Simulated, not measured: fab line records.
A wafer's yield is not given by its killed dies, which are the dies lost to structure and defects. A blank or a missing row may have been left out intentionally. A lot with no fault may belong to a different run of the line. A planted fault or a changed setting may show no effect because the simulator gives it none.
Comparing a struck lot with a sound one | flow nand harc | 15 steps out of a route of 1159
Sound: the wafers L891.4, L891.5, L891.6. Struck: wafers L894.2, L894.3, L894.5. Last of all comes the cause.
For every step that has rows: the tool of each side, followed by ch and its chambers, followed by its first start. Under that, the readings that differ: sound wafers | struck wafers | difference of the means | sigmas: that difference in standard deviations of wafers without a fault.
alike: words and numbers the same on both sides, and readings whose means are apart by under 2 such deviations; not compared: readings that were withheld, readings missing a value for some wafer, numbers with overlapping values and no deviation given by the record, and bounds like >300 which may hide the same value.
A row with sigmas, a row that says differs or no value, or rows on one side alone: a step with any of these is where the two part. Non-overlapping numbers with no deviation appear without sigmas and do not part them. Lack of a reading on every wafer of one side parts them only where that side has two or more wafers.

first, 8 steps without rows for these wafers: NHARC_A_M1_HMDS_02 (time 30 s); NHARC_A_M1_COAT_34 (time 65 s); NHARC_A_M1_COAT_03 (resist thk 90 nm); NHARC_A_M1_SOFTBAKE_04 (time 55 s); NHARC_A_M1_EBR_05; NHARC_A_M1_EXPOSE_06 (exposes mask A M1, target cd 120 nm); NHARC_A_M1_PEB_07 (peb time 65 s); NHARC_A_M1_DEVELOP_08 (develop time 35 s).
NHARC_A_M1_CD_MEAS_09: target cd 120 nm.
  sound on cd sem-02 ch 0, day 17 22:13; struck on cd sem-02 ch 0, day 18 07:35
  alike: cd nm
NHARC_A_M1_OVL_MEAS_10: pitch 240 nm.
  sound: overlay-02 at day 17 22:18; struck: overlay-02 at day 18 07:40
  alike: overlay x nm, overlay y nm
NHARC_A_M1_INSPECT_11:
  sound: defect inspect-02 at day 17 22:20; struck: defect inspect-02 at day 18 07:43
  alike: raw defect count
NHARC_A_M1_DESCUM_14: chemistry O2, time 3 s.
  sound on rie diel-13 ch 1,2,3, day 17 22:25; struck on rie diel-05 ch 0,2, day 18 07:47
  alike: drypump motor current A, oes product au, rf vpp V, showerhead plenum p Torr, throttle valve pct
  not compared: rf hours counter h
NHARC_A_M1_ETCH_35: etches the open film in N2/H2, target depth 40 nm, overetch 12 nm, time 43.94 s.
  sound on rie diel-13 ch 0,1, day 17 22:29; struck on rie diel-05 ch 1,2,3, day 18 07:52
  no value came back on the struck wafers for any of 7 readings (bias w (W), chamber pressure mTorr (mTorr) and others); on the sound wafers bias w (W) reads 149.6 150.3 149.5
  not compared: rf hours counter h
NHARC_A_M1_ETCH_15: etches the open film in C4F8/Ar, target depth 182.5 nm, time 91.2 s.
  sound on rie diel-13 ch 2,3; struck on rie diel-05 ch 0,1,2, day 18 07:58
  reading               | sound             | struck            | difference | sigmas
  oes product au (a.u.) | 0.977 0.970 0.968 | 0.918 0.930 0.924 | -0.048     | -2
  alike: bias w, chamber pressure mTorr, rf vpp V
  not compared: rf hours counter h
NHARC_END_SORT_01:
  the record has rows for the struck wafers here (prober-02 ch 0, day 20 01:02) and none for the sound ones

WHERE THEY PART
First at NHARC_A_M1_ETCH_35; last, within this record, at NHARC_END_SORT_01.

WHY: what had been put in by the simulator
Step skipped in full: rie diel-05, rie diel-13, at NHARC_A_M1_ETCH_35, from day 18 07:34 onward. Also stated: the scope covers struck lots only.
